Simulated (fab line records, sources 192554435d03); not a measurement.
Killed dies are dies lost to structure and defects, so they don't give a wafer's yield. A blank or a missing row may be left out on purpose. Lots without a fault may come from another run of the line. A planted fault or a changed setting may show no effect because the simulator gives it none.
fab line records | flow n5_finfet | part 2 of 2: steps 5 to 6 of 6
record lots=24 wafers=72 last_day=17
route steps=1938 shown BEOL_M15@1786 MIM_TOP@1837
lots that met no fault: from a run of the same line without faults
start_h: hours from the record's first day to the start of the lot's first wafer shown | wait_h: hours since the lot's step before | " the same as in the row above | L1.1+2: a row that stands for several wafers | - no value, or no start given | * or withheld: withheld | < > ~ a bound
route shown NAME@n: a module of which the file shows steps, and the number in the route of the first | usual: mean/standard deviation of fault-free wafers | same: alike in all rows | chamber/n: place in a boat | sites: the reading at each site | _std_site: their standard deviation | _edge_site: outer sites' mean less inner sites' | radius_mm: how far each site lies from the wafer's centre | mask NAME#n: copy n | behind: the tool/chamber that last shaped the wafer | hold: why the lot was held/for how many hours/how that ended | device: the transistor (n, p or np) that didn't switch | end of line: the same wafers' tests at the end of the route | a step without rows: its recipe alone | killed: dies lost to structure and defects at the first sort, not the wafer's yield | map: a wafer's dies, x killed, . not, _ none there
set.NAME: the setting as run; set.NAME@STEP: as run at that earlier step | model.NAME: the simulator's own value behind a step, which no gauge read
steps of the route over a sample of lots; a table a step, a row a wafer
services: from which hour (start_h, from the record's first day; less than 0 if before it) a tool's chamber was out of use, for how many hours, and why
## steps
# step N5_BEOL_M15_STRIP_62
# recipe chemistry=O2 power_w=600 temp_c=60 pressure_mtorr=30 rf_frequency_hz=6e+07 bias_power_w=0 overash_fraction=0.3 o2_flow_sccm=225
# usual drypump_motor_current_A=5.9/0.38 oes_product_au=0.81/0.11 rf_vpp_V=3.6/0.51 showerhead_plenum_p_Torr=2.11/0.092 throttle_valve_pct=16.66/0.29
# same overash_fraction=0.3
# columns lot.wafer tool chamber start_h wait_h drypump_motor_current_A oes_product_au rf_hours_counter_h rf_vpp_V showerhead_plenum_p_Torr throttle_valve_pct
L075.2 rie_diel-01 0 - - 6.2 0.70 235 4.1 1.98 16.84
L075.5 " 0 " " 6.2 0.69 - 4.3 1.98 16.84
L075.6 " 1 " " 6.1 0.69 - 4.6 2.06 16.97
L074.1 rie_diel-06 0 - - 5.7 0.72 186 3.2 2.07 16.77
L074.2 " 3 " " 6.2 0.72 189 4.2 2.08 17.13
L074.3 " 2 " " 5.6 0.76 161 3.9 1.92 16.81
L077.3 rie_diel-05 1 - - 6.1 0.71 194 4.2 2.07 16.53
L077.5 " 0 " " 6.4 0.89 - 3.9 2.22 16.76
L077.6 " 3 " " 6.2 0.66 - 3.4 2.16 16.98
L076.3 rie_diel-01 3 - - 5.6 0.69 220 3.3 2.17 16.99
L076.4 " 0 " " 6.2 0.70 - 3.3 1.98 16.84
L076.5 " 1 " " 6.1 0.69 - 3.2 2.06 16.96
L080.2 rie_diel-01 1 - - 6.1 0.69 246 3.3 2.06 16.97
L080.4 " 3 " " 5.6 0.70 226 3.8 2.17 17.01
L080.6 " 2 " " 5.2 0.86 - 2.9 2.05 16.60
L078.2 rie_diel-05 0 - - 6.4 0.89 28 3.6 2.22 16.78
L078.3 " 3 " " 6.2 0.66 248 3.6 2.16 16.98
L078.4 " 2 " " 6.2 0.96 6 4.3 2.24 16.15
L079.1 rie_diel-06 2 - - 5.6 0.76 169 3.8 1.92 16.84
L079.3 " 3 " " 6.2 0.72 196 2.6 2.08 17.13
L079.4 " 1 " " 5.2 0.94 5 3.3 2.06 16.16
L081.2 rie_diel-05 0 - - 6.4 0.88 30 3.8 2.22 16.78
L081.5 " 2 " " 6.2 0.94 - 3.9 2.24 16.14
L081.6 " 1 " " 6.0 0.71 - 3.8 2.07 16.56
L082.1 rie_diel-05 1 - - 6.0 0.71 207 4.6 2.07 16.55
L082.4 " 1 " " 6.0 0.71 - 3.3 2.07 16.56
L082.5 " 2 " " 6.2 0.93 - 3.3 2.24 16.17
L083.1 rie_diel-05 2 - - 6.2 0.93 16 3.6 2.24 16.18
L083.4 " 1 " " 6.0 0.71 - 4.0 2.07 16.57
L083.6 " 0 " " 6.4 0.87 - 2.9 2.22 16.80
L084.1 rie_diel-05 1 - - 6.0 0.71 216 4.2 2.07 16.57
L084.3 " 0 " " 6.4 0.85 42 3.7 2.21 16.80
L084.4 " 3 " " 6.2 1.00 2 3.8 2.16 16.56
L086.1 rie_diel-01 1 - - 6.1 0.97 2 3.0 2.05 16.49
L086.2 " 3 " " 5.6 0.68 241 3.9 2.16 17.02
L086.4 " 1 " " 6.1 0.99 - 3.4 2.05 16.51
L085.3 rie_diel-01 3 - - 5.6 0.68 242 3.7 2.16 17.03
L085.5 " 2 " " 5.2 0.83 - 3.6 2.05 16.61
L085.6 " 1 " " 6.1 0.97 - 4.1 2.05 16.52
L087.1 rie_diel-06 3 - - 6.2 0.71 210 3.4 2.07 17.17
L087.3 " 1 " " 5.2 0.90 19 4.0 2.05 16.17
L087.6 " 2 " " 5.6 0.75 - 3.6 1.91 16.84
L090.3 rie_diel-05 2 - - 6.2 0.90 26 3.2 2.23 16.18
L090.4 " 0 " " 6.4 0.86 48 3.2 2.21 16.84
L090.6 " 3 " " 6.1 0.98 - 2.9 2.16 16.58
L092.2 rie_diel-01 1 - - 6.1 0.94 10 3.3 2.05 16.53
L092.3 " 2 " " 5.2 0.82 65 4.1 2.04 16.63
L092.4 " 3 " " 5.6 0.68 250 3.3 2.16 17.05
L088.1 rie_diel-01 0 - - 6.2 0.98 0 3.0 2.24 16.35
L088.2 " 1 " " 6.1 0.94 10 3.3 2.05 16.52
L088.4 " 2 " " 5.2 0.81 65 4.1 2.04 16.62
L089.1 rie_diel-06 3 - - 6.2 0.70 217 3.4 2.07 17.18
L089.2 " 0 " " 5.7 0.71 217 4.0 2.06 16.82
L089.4 " 2 " " 5.7 0.75 189 4.1 1.91 16.88
L091.2 rie_diel-01 1 - - 6.1 0.92 18 4.5 2.05 16.52
L091.3 " 2 " " 5.2 0.81 73 3.9 2.04 16.64
L091.5 " 1 " " 6.1 0.92 - 4.0 2.05 16.54
L093.4 rie_diel-01 1 - - 6.1 0.91 18 3.5 2.05 16.54
L093.5 " 0 " " 6.2 0.93 - 3.5 2.24 16.35
L093.6 " 1 " " 6.1 0.92 - 4.0 2.05 16.55
L094.1 rie_diel-01 2 - - 5.2 0.81 77 3.2 2.04 16.63
L094.3 " 0 " " 6.2 0.91 11 3.6 2.24 16.35
L094.5 " 3 " " 5.6 0.97 - 4.3 2.16 16.61
L095.3 rie_diel-06 1 - - 5.2 0.88 34 4.4 2.05 16.20
L095.4 " 2 " " 5.6 0.74 194 3.4 1.91 16.88
L095.5 " 2 " " 5.6 0.75 - 3.1 1.91 16.89
L096.3 rie_diel-05 2 - - 6.2 0.88 39 3.4 2.23 16.23
L096.5 " 3 " " 6.1 0.94 - 3.4 2.15 16.61
L096.6 " 2 " " 6.2 0.88 - 3.8 2.23 16.21
L097.1 rie_diel-06 2 - - 5.6 0.74 197 3.5 1.91 16.89
L097.3 " 3 " " 6.2 0.70 226 4.5 2.07 17.21
L097.5 " 0 " " 5.7 0.69 - 4.0 2.05 16.84
# step N5_MIM_TOP_DEGAS_04
# recipe ambient=vacuum temp_c=300 time_s=60
# usual heater_power_w=454/42
# columns lot.wafer tool chamber start_h wait_h heater_power_w
L075.2 pvd_sputter-03 - 275.96 - 433
L075.5 " - " " 415
L075.6 " - " " 446
L074.1 pvd_sputter-03 - 276.72 - 431
L074.2 " - " " 428
L074.3 " - " " 426
L077.3 pvd_sputter-03 - 277.00 - 433
L077.5 " - " " 427
L077.6 " - " " 444
L076.3 pvd_sputter-03 - 281.56 - 429
L076.4 " - " " 431
L076.5 " - " " 443
L080.2 pvd_sputter-02 - 299.14 - 456
L080.4 " - " " 402
L080.6 " - " " 447
L078.2 pvd_sputter-03 - 299.37 - 573
L078.3 " - " " 439
L078.4 " - " " 440
L079.1 pvd_sputter-01 - 299.86 - 469
L079.3 " - " " 463
L079.4 " - " " 435
L081.2 pvd_sputter-02 - 305.68 - 523
L081.5 " - " " 407
L081.6 " - " " 454
L082.1 pvd_sputter-02 - 311.88 - 443
L082.4 " - " " 410
L082.5 " - " " 446
L083.1 pvd_sputter-03 - 320.74 - 576
L083.4 " - " " 434
L083.6 " - " " 420
L084.1 pvd_sputter-02 - 336.96 - 456
L084.3 " - " " 513
L084.4 " - " " 414
L086.1 pvd_sputter-01 - 340.35 - 483
L086.2 " - " " 439
L086.4 " - " " 447
L085.3 pvd_sputter-01 - 340.57 - 466
L085.5 " - " " 464
L085.6 " - " " 427
L087.1 pvd_sputter-01 - 349.23 - 458
L087.3 " - " " 465
L087.6 " - " " 465
L090.3 pvd_sputter-01 - 359.97 - 477
L090.4 " - " " 465
L090.6 " - " " 487
L092.2 pvd_sputter-02 - 360.67 - 444
L092.3 " - " " 420
L092.4 " - " " 410
L088.1 pvd_sputter-01 - 360.93 - 465
L088.2 " - " " 466
L088.4 " - " " 426
L089.1 pvd_sputter-02 - 374.39 - 452
L089.2 " - " " 409
L089.4 " - " " 404
L091.2 pvd_sputter-01 - 382.06 - 466
L091.3 " - " " 474
L091.5 " - " " 463
L093.4 pvd_sputter-03 - 382.34 - 421
L093.5 " - " " 427
L093.6 " - " " 434
L094.1 pvd_sputter-02 - 393.37 - 514
L094.3 " - " " 453
L094.5 " - " " 466
L095.3 pvd_sputter-02 - 398.73 - 407
L095.4 " - " " 449
L095.5 " - " " 457
L096.3 pvd_sputter-02 - 403.89 - 409
L096.5 " - " " 512
L096.6 " - " " 410
L097.1 pvd_sputter-01 - 407.85 - 425
L097.3 " - " " 464
L097.5 " - " " 471
## services
# columns tool chamber start_h hours kind
rie_diel-05 1 244.64 5.5 repair
rie_diel-01 0 249.43 3.8 repair
rie_diel-05 2 250.16 - clean
rie_diel-05 2 250.16 - consumable_replace:focus_ring
rie_diel-05 2 250.16 - consumable_replace:showerhead
rie_diel-05 2 250.16 21.8 scheduled_down
rie_diel-01 2 265.90 16.8 repair
rie_diel-01 1 303.50 - clean
rie_diel-01 1 303.50 - consumable_replace:focus_ring
rie_diel-01 1 303.50 23.9 scheduled_down
rie_diel-01 1 303.50 23.9 vent_cycle
pvd_sputter-02 - 322.06 8.6 repair
rie_diel-01 0 327.72 - clean
rie_diel-01 0 327.72 - consumable_replace:focus_ring
rie_diel-01 0 327.72 - consumable_replace:showerhead
rie_diel-01 3 354.42 - clean
rie_diel-01 3 354.42 - consumable_replace:focus_ring
rie_diel-01 3 354.42 17.7 scheduled_down
rie_diel-01 3 354.42 17.7 vent_cycle
pvd_sputter-02 - 354.74 5.9 repair
pvd_sputter-03 - 364.90 3.4 repair
rie_diel-05 - 370.65 0.8 repair
rie_diel-06 2 372.79 4.4 repair
rie_diel-05 0 404.30 1.6 repair
